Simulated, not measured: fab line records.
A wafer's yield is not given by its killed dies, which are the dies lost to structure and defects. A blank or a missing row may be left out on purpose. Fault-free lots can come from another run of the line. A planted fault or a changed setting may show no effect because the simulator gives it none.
Matching of chambers + flow n5Finfet + aldMetal-02 running N5_HKMG_FIN_ALD_71: 4 sister chambers
The step deposits TiN, target thk 1 nm, pulse time 1 s, purge time 3 s. 18 wafers are shown with their chamber, then 9 later ones without.

## WAFERS WITH THEIR CHAMBER
| wafer  | chamber | heaterPowerW (W) | heaterPowerOuterW (W) | precursorPulseHeightRel |
|--------|---------|------------------|-----------------------|-------------------------|
| L076.1 | 0       | 912              | 534                   | 1.001                   |
| L076.2 | 3       | 916              | 599                   | 1.002                   |
| L076.5 | 3       | 898              | 604                   | 0.957                   |
| L081.3 | 1       | 1207             | 731                   | 0.974                   |
| L081.4 | 3       | 895              | 596                   | 0.973                   |
| L081.5 | 0       | 895              | 525                   | 0.974                   |
| L085.1 | 0       | 907              | 535                   | 0.991                   |
| L085.2 | 3       | 888              | 608                   | 0.978                   |
| L085.6 | 3       | 909              | 605                   | 1.018                   |
| L087.3 | 1       | 1191             | 724                   | 0.991                   |
| L087.5 | 3       | 889              | 611                   | 1.017                   |
| L087.6 | 0       | 914              | 515                   | 0.967                   |
| L088.1 | 3       | 900              | 590                   | 0.994                   |
| L088.2 | 1       | 1191             | 738                   | 1.002                   |
| L088.5 | 1       | 1210             | 746                   | 1.026                   |
| L091.3 | 2       | 849              | 548                   | 1.013                   |
| L091.5 | 2       | 859              | 543                   | 1.021                   |
| L091.6 | 3       | 897              | 603                   | 1.003                   |

SIGNATURES, as means of the wafers listed above
| reading                 | chamber 0 | chamber 1 | chamber 2 | chamber 3 | scatter within a chamber |
|-------------------------|-----------|-----------|-----------|-----------|--------------------------|
| heaterPowerW            | 907.00    | 1199.75   | 854.00    | 899.00    | 9.3                      |
| heaterPowerOuterW       | 527.25    | 734.75    | 545.50    | 602.00    | 7.84                     |
| precursorPulseHeightRel | 0.98325   | 0.99825   | 1.01700   | 0.99275   | 0.0198                   |
Rule: for a wafer and a chamber, the distance is found by dividing, reading by reading, the gap between the wafer's reading and the chamber's mean by the reading's scatter, squaring, summing and taking the root. The wafer belongs to the nearest chamber; if the next one is less than 2 further off, it can't be placed. The scatter is the square root of a quotient: the sum, over the shown wafers, of each reading's squared deviation from its chamber's mean, divided by wafers minus chambers.

## WAFERS WHOSE CHAMBER IS MISSING
| wafer  | heaterPowerW (W) | heaterPowerOuterW (W) | precursorPulseHeightRel |
|--------|------------------|-----------------------|-------------------------|
| L092.2 | 922              | 529                   | 0.998                   |
| L092.5 | 930              | 514                   | 1.017                   |
| L092.6 | 1171             | 731                   | 0.979                   |
| L093.1 | 896              | 595                   | 0.981                   |
| L093.4 | 1172             | 716                   | 1.000                   |
| L093.5 | 919              | 607                   | 0.976                   |
| L095.2 | 941              | 527                   | 0.993                   |
| L095.3 | 907              | 587                   | 0.992                   |
| L095.5 | 940              | 535                   | 1.023                   |

## WHICH CHAMBER EACH ONE RAN IN
| wafer  | from the rows above | in truth |
|--------|---------------------|----------|
| L092.2 | 0                   | 0        |
| L092.5 | 0                   | 0        |
| L092.6 | 1                   | 1        |
| L093.1 | 3                   | 3        |
| L093.4 | 1                   | 1        |
| L093.5 | 3                   | 3        |
| L095.2 | 0                   | 0        |
| L095.3 | 3                   | 3        |
| L095.5 | 0                   | 0        |
Correctly placed: 9 of 9. Left unplaced by these rows: 0. Number placed wrongly: 0.
